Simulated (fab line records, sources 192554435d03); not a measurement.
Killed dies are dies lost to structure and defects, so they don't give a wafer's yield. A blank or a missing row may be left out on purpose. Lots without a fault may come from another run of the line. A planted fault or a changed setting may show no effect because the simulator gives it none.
Which tool did it? | flow n5_finfet | 8 lots, 24 wafers sampled, at 5 steps of a route of 1938

WHAT THE GAUGES READ, wafer by wafer
N5_BEOL_M4_RC_MEAS_101. Usual: DIBL_N 36.3 mV/V, standard deviation 1.6; DIBL_P 36.4 mV/V, standard deviation 2.1; IOFF_N 0.16 nA/um, standard deviation 0.032; IOFF_P 0.22 nA/um, standard deviation 0.044; ION_N 675 uA/um, standard deviation 12; ION_P 463 uA/um, standard deviation 8.3; SS_N 71.6 mV/dec, standard deviation 0.64; SS_P 73.3 mV/dec, standard deviation 0.67; VT_N 250 mV, standard deviation 3.3; VT_P -250 mV, standard deviation 3.7.
lot  | measured     | on        | DIBL_N (mV/V)  | DIBL_P (mV/V)  | IOFF_N (nA/um) | IOFF_P (nA/um) | ION_N (uA/um) | ION_P (uA/um) | SS_N (mV/dec)  | SS_P (mV/dec)  | VT_N (mV)   | VT_P (mV)      | flag
L736 | day 10 05:23 | prober-01 | 33.9 35.8 33.8 | 34.4 36.6 33.3 | 0.12 0.16 0.12 | 0.18 0.21 0.17 | 664 683 663   | 454 466 460   | 70.7 71.1 71.6 | 72.0 72.7 72.3 | 254 250 252 | -252 -253 -254 |
L737 | day 10 11:23 | prober-01 | 33.7 33.8 35.0 | 33.5 33.5 35.4 | 0.13 0.12 0.15 | 0.19 0.19 0.22 | 671 659 664   | 471 464 463   | 71.2 71.0 71.5 | 72.6 73.0 72.8 | 252 254 250 | -249 -249 -251 |
L738 | day 9 17:16  | prober-01 | 37.6 35.8 35.0 | 38.7 35.3 35.0 | 0.17 0.13 0.12 | 0.21 0.16 0.16 | 675 672 666   | 462 452 455   | 72.0 71.6 70.9 | 73.9 72.1 72.7 | 248 252 252 | -250 -256 -255 |
L746 | day 12 20:27 | prober-01 | 37.3 37.8 37.2 | 36.4 38.6 37.4 | 0.17 0.20 0.18 | 0.22 0.28 0.24 | 674 689 680   | 462 474 463   | 71.9 71.8 71.6 | 73.4 73.5 73.2 | 248 247 248 | -250 -248 -245 |
L747 | day 12 23:00 | prober-02 | 33.5 38.4 35.4 | 32.7 38.5 35.6 | 0.13 0.21 0.17 | 0.19 0.28 0.26 | 673 694 695   | 468 471 479   | 71.2 72.7 71.5 | 71.8 74.4 73.4 | 250 244 250 | -248 -246 -245 |
L748 | day 12 15:33 | prober-01 | 37.1 36.7 35.6 | 37.6 35.7 34.2 | 0.17 0.15 0.13 | 0.23 0.19 0.18 | 692 681 670   | 464 456 453   | 72.2 71.4 71.1 | 73.9 72.4 72.9 | 248 250 251 | -250 -252 -253 |
L758 | day 15 18:29 | prober-02 | 35.4 34.7 40.7 | 36.1 35.6 41.8 | 0.13 0.13 0.24 | 0.16 0.16 0.26 | 665 662 697   | 456 456 463   | 71.8 71.1 73.0 | 72.6 73.2 74.2 | 254 252 245 | -253 -256 -247 |
L759 | day 16 21:25 | prober-01 | 35.7 37.1 35.8 | 34.9 36.6 35.0 | 0.15 0.17 0.15 | 0.21 0.23 0.21 | 665 670 680   | 459 462 463   | 71.9 72.6 72.4 | 72.9 73.0 72.9 | 250 248 253 | -250 -248 -251 |

WHICH TOOL RAN EACH LOT (tool, then ch and the chambers of the sampled wafers, then the start)
lot  | N5_SDB_DESCUM_16                  | N5_HKMG_FIN_HK_ANNEAL_02        | N5_HKMG_FIN_DESCUM_53             | N5_HKMG_FIN_ETCH_54
L736 | rie_diel-02 ch 0,1,3, day 3 18:15 | rtp_anneal-02 ch 0, day 3 23:08 | rie_diel-02 ch 1,2,3, day 4 00:12 | rie_diel-02 ch 1,2,3, day 4 00:14
L737 | rie_diel-02 ch 2,3, day 4 02:46   | rtp_anneal-02 ch 0, day 4 07:27 | rie_diel-02 ch 0,2, day 4 08:58   | rie_diel-02 ch 0,2, day 4 09:00
L738 | rie_diel-03 ch 0,3, day 4 10:21   | rtp_anneal-01 ch 0, day 4 15:53 | rie_diel-03 ch 0,1,3, day 4 16:41 | rie_diel-03 ch 0,1,3, day 4 16:44
L746 | rie_diel-02 ch 1,2,3, day 6 08:43 | rtp_anneal-02 ch 0, day 6 13:25 | rie_diel-06 ch 2,3, day 6 14:14   | rie_diel-06 ch 2,3, day 6 14:16
L747 | rie_diel-06 ch 1,2, day 6 16:09   | rtp_anneal-02 ch 0, day 6 20:58 | rie_diel-06 ch 1,2,3, day 6 21:47 | rie_diel-06 ch 1,2,3, day 6 21:50
L748 | rie_diel-02 ch 0,2,3, day 6 19:22 | rtp_anneal-01 ch 0, day 7 00:11 | rie_diel-03 ch 0,1, day 7 01:01   | rie_diel-03 ch 0,1, day 7 01:02
L758 | rie_diel-03 ch 0,1,3, day 9 05:43 | rtp_anneal-01 ch 0, day 9 10:20 | rie_diel-06 ch 0,1,3, day 9 11:11 | rie_diel-06 ch 0,1,3, day 9 11:13
L759 | rie_diel-03 ch 2,3, day 9 10:43   | rtp_anneal-02 ch 0, day 9 15:35 | rie_diel-02 ch 1,2, day 9 16:16   | rie_diel-02 ch 1,2, day 9 16:17
- N5_SDB_DESCUM_16: chemistry O2, time 7.9 s.
- N5_HKMG_FIN_HK_ANNEAL_02: time 30 s.
- N5_HKMG_FIN_DESCUM_53: chemistry O2, time 7.9 s.
- N5_HKMG_FIN_ETCH_54: etches SiARC in CF4, target depth 45.5 nm, time 75.8 s.

WHAT THE TOOLS THEMSELVES READ (means of the sampled wafers that have a number; where no wafer has one, the mark that the record gives instead)
N5_SDB_DESCUM_16. Usual: chamber_pressure_mTorr 19.998 mTorr, standard deviation 0.018; drypump_motor_current_A 5.8 A, standard deviation 0.5; o2_flow_sccm 224.9 sccm, standard deviation 0.63; oes_product_au 0.74 a.u., standard deviation 0.075; rf_vpp_V 243.2 V, standard deviation 1.5; showerhead_plenum_p_Torr 2.10 Torr, standard deviation 0.085; throttle_valve_pct 20.41 %, standard deviation 0.28.
lot  | tool        | chamber_pressure_mTorr (mTorr) | drypump_motor_current_A (A) | o2_flow_sccm (sccm) | oes_product_au (a.u.) | rf_vpp_V (V) | showerhead_plenum_p_Torr (Torr) | throttle_valve_pct (%) | flag
L736 | rie_diel-02 | 19.978                         | 6.0                         | 224.6               | 0.74                  | 241.4        | 2.03                            | 20.33                  |
L737 | rie_diel-02 | 19.993                         | 5.9                         | 224.8               | 0.75                  | 241.9        | 2.03                            | 20.18                  |
L738 | rie_diel-03 | 20.001                         | 5.3                         | 225.1               | 0.70                  | 242.3        | 2.04                            | 20.33                  |
L746 | rie_diel-02 | 19.998                         | 5.6                         | 224.8               | 0.72                  | 241.9        | 2.05                            | 20.44                  |
L747 | rie_diel-06 | 19.989                         | 5.5                         | 225.2               | 0.70                  | 244.7        | 2.19                            | 20.53                  |
L748 | rie_diel-02 | 20.012                         | 5.9                         | 224.9               | 0.81                  | 242.7        | 2.10                            | 20.12                  |
L758 | rie_diel-03 | 20.004                         | 5.6                         | 225.2               | 0.79                  | 241.5        | 2.08                            | 20.48                  |
L759 | rie_diel-03 | 19.990                         | 5.9                         | 225.2               | 0.69                  | 242.1        | 1.98                            | 20.37                  |

N5_HKMG_FIN_HK_ANNEAL_02. Usual: lamp_power_pct 8.79 %, standard deviation 0.057; lamp_zone_1_pct 8.798 %, standard deviation 0.0097; lamp_zone_2_pct 8.798 %, standard deviation 0.0078; lamp_zone_3_pct 8.799 %, standard deviation 0.01; lamp_zone_4_pct 8.794 %, standard deviation 0.011; lamp_zone_5_pct 8.797 %, standard deviation 0.0099; lamp_zone_6_pct 8.726 %, standard deviation 0.011; lamp_zone_7_pct 9.194 %, standard deviation 0.011; wafer_temp_C_max 702.9, standard deviation 0.63.
lot  | tool          | lamp_power_pct (%) | lamp_zone_1_pct (%) | lamp_zone_2_pct (%) | lamp_zone_3_pct (%) | lamp_zone_4_pct (%) | lamp_zone_5_pct (%) | lamp_zone_6_pct (%) | lamp_zone_7_pct (%) | wafer_temp_C_max | flag
L736 | rtp_anneal-02 | 8.80               | 8.798               | 8.797               | 8.791               | 8.792               | 8.804               | 8.734               | 9.201               | 703.1            |
L737 | rtp_anneal-02 | 8.82               | 8.799               | 8.797               | 8.800               | 8.801               | 8.797               | 8.725               | 9.189               | 702.1            |
L738 | rtp_anneal-01 | 8.81               | 8.791               | 8.795               | 8.807               | 8.795               | 8.795               | 8.723               | 9.200               | 702.9            |
L746 | rtp_anneal-02 | 8.20               | 8.201               | 8.201               | 8.199               | 8.208               | 8.195               | 8.132               | 8.570               | 702.3            | OFF
L747 | rtp_anneal-02 | 8.18               | 8.204               | 8.206               | 8.199               | 8.205               | 8.201               | 8.131               | 8.580               | 702.2            | OFF
L748 | rtp_anneal-01 | 8.81               | 8.796               | 8.794               | 8.803               | 8.793               | 8.795               | 8.726               | 9.189               | 702.4            |
L758 | rtp_anneal-01 | 8.71               | 8.791               | 8.798               | 8.805               | 8.790               | 8.798               | 8.722               | 9.192               | 702.9            |
L759 | rtp_anneal-02 | 8.73               | 8.794               | 8.802               | 8.807               | 8.801               | 8.802               | 8.719               | 9.197               | 702.5            |

N5_HKMG_FIN_DESCUM_53. Usual: chamber_pressure_mTorr 20.002 mTorr, standard deviation 0.017; drypump_motor_current_A 5.8 A, standard deviation 0.5; o2_flow_sccm 225.0 sccm, standard deviation 0.69; oes_product_au 0.73 a.u., standard deviation 0.063; rf_vpp_V 243.0 V, standard deviation 1.3; showerhead_plenum_p_Torr 2.09 Torr, standard deviation 0.082; throttle_valve_pct 20.44 %, standard deviation 0.28.
lot  | tool        | chamber_pressure_mTorr (mTorr) | drypump_motor_current_A (A) | o2_flow_sccm (sccm) | oes_product_au (a.u.) | rf_vpp_V (V) | showerhead_plenum_p_Torr (Torr) | throttle_valve_pct (%) | flag
L736 | rie_diel-02 | 20.007                         | 5.7                         | 225.0               | 0.74                  | 242.8        | 2.06                            | 20.40                  |
L737 | rie_diel-02 | 20.010                         | 5.5                         | 224.7               | 0.70                  | 241.7        | 2.04                            | 20.30                  |
L738 | rie_diel-03 | 20.009                         | 5.6                         | 224.0               | 0.73                  | 243.0        | 2.09                            | 20.55                  |
L746 | rie_diel-06 | 20.000                         | 6.4                         | 224.9               | 0.71                  | 243.7        | 2.17                            | 20.46                  |
L747 | rie_diel-06 | 20.002                         | 6.1                         | 224.9               | 0.71                  | 244.1        | 2.17                            | 20.44                  |
L748 | rie_diel-03 | 20.000                         | 5.2                         | 224.3               | 0.71                  | 243.6        | 2.11                            | 20.57                  |
L758 | rie_diel-06 | 20.016                         | 6.0                         | 225.3               | 0.71                  | 244.4        | 2.16                            | 20.42                  |
L759 | rie_diel-02 | 19.998                         | 5.3                         | 225.5               | 0.69                  | 242.1        | 2.07                            | 20.57                  |

N5_HKMG_FIN_ETCH_54. Usual: chamber_pressure_mTorr 40.01 mTorr, standard deviation 0.039; drypump_motor_current_A 5.8 A, standard deviation 0.5; etch_rf_on_time_s 75.3 s, standard deviation 1.7; oes_product_au 0.63 a.u., standard deviation 0.055; rf_vpp_V 184.0 V, standard deviation 1.3; showerhead_plenum_p_Torr 2.14 Torr, standard deviation 0.076; throttle_valve_pct 15.65 %, standard deviation 0.24.
lot  | tool        | chamber_pressure_mTorr (mTorr) | drypump_motor_current_A (A) | etch_rf_on_time_s (s) | oes_product_au (a.u.) | rf_vpp_V (V) | showerhead_plenum_p_Torr (Torr) | throttle_valve_pct (%) | flag
L736 | rie_diel-02 | 40.02                          | 5.7                         | 74.8                  | 0.63                  | 183.6        | 2.11                            | 15.64                  |
L737 | rie_diel-02 | 40.05                          | 5.5                         | 75.2                  | 0.61                  | 183.2        | 2.10                            | 15.61                  |
L738 | rie_diel-03 | 40.00                          | 5.6                         | 74.7                  | 0.63                  | 184.6        | 2.13                            | 15.71                  |
L746 | rie_diel-06 | 39.99                          | 6.4                         | 78.2                  | 0.59                  | 184.6        | 2.20                            | 15.64                  |
L747 | rie_diel-06 | 39.97                          | 6.0                         | 75.2                  | 0.60                  | 185.3        | 2.21                            | 15.65                  |
L748 | rie_diel-03 | 40.00                          | 5.2                         | 74.6                  | 0.62                  | 184.0        | 2.16                            | 15.81                  |
L758 | rie_diel-06 | 40.01                          | 6.0                         | 77.1                  | 0.60                  | 185.0        | 2.21                            | 15.72                  |
L759 | rie_diel-02 | 40.00                          | 5.3                         | 75.2                  | 0.59                  | 184.0        | 2.12                            | 15.85                  |

THE ANSWER, worked out from the rows above alone
Rule: a lot is off if the mean of its wafers that have a number lies more than 3 standard deviations from the usual mean. A lot without any number at a reading at which 4 lots or more have one is off too. The other lots that the step has rows for count as sound. The gauges are gone through in route order, then the tools' own readings, and for those a lot's mean is taken as printed above. The first step at which some lot is off is used, and at that step the reading that is off furthest; a lot without a number counts as furthest.
Off: L746, L747, at N5_HKMG_FIN_HK_ANNEAL_02 (lamp_zone_2_pct).
A tool fits if, at that step or a process step before it, it ran every lot that is off, and no sound lot after the first of them. None of those tried fits.

WHAT THE SIMULATOR HAD PUT IN
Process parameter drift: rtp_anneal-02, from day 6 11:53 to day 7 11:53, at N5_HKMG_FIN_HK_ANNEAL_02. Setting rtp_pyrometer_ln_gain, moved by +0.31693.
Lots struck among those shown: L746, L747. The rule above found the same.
